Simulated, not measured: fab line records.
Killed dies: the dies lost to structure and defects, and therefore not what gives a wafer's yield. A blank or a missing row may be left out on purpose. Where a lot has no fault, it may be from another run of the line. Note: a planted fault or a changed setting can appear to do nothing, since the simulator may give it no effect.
Which tool did it? -- flow nand_harc -- 21 wafers sampled from 7 lots at 1 step of a route of 1302

== WHAT EACH GAUGE READ, for each wafer ==
NHARC_P_M0_INSPECT_27.
lot,measured,on,raw_defect_count
L904,day 6 17:48,defect_inspect-02,231 213 276
L907,day 7 21:19,defect_inspect-01,177 413 366
L910,day 8 20:01,defect_inspect-01,390 388 296
L919,day 12 22:20,defect_inspect-02,511 351 359
L923,day 14 05:29,defect_inspect-02,238 216 189
L924,day 14 17:49,defect_inspect-02,221 251 440
L926,day 15 20:17,defect_inspect-02,365 240 321

== WHAT TOOL EACH LOT RAN ON (gives the tool, then ch and the chambers of the sampled wafers, and finally the start) ==
Before these readings, the record contains no process step.

== THE ANSWER, worked out from the rows above alone ==
Rule: what is usual is taken from the lots themselves. Put in order of their means at a reading, lots are off if they are a third of the lots or fewer, leave a main group of 4 or more, and stand apart from it by a gap of 3 or more times the standard deviation of the main group's means; of several such gaps the widest counts. The tables above print the reading to a certain number of digits; a main group whose means all agree to those digits is not used. A lot without any number at a reading at which 4 lots or more have one is off too. Where the step has rows for the other lots, those lots are counted as sound.
No lot is off at any reading shown: from this, nothing can be told.

== WHAT HAD BEEN PUT IN BY THE SIMULATOR ==
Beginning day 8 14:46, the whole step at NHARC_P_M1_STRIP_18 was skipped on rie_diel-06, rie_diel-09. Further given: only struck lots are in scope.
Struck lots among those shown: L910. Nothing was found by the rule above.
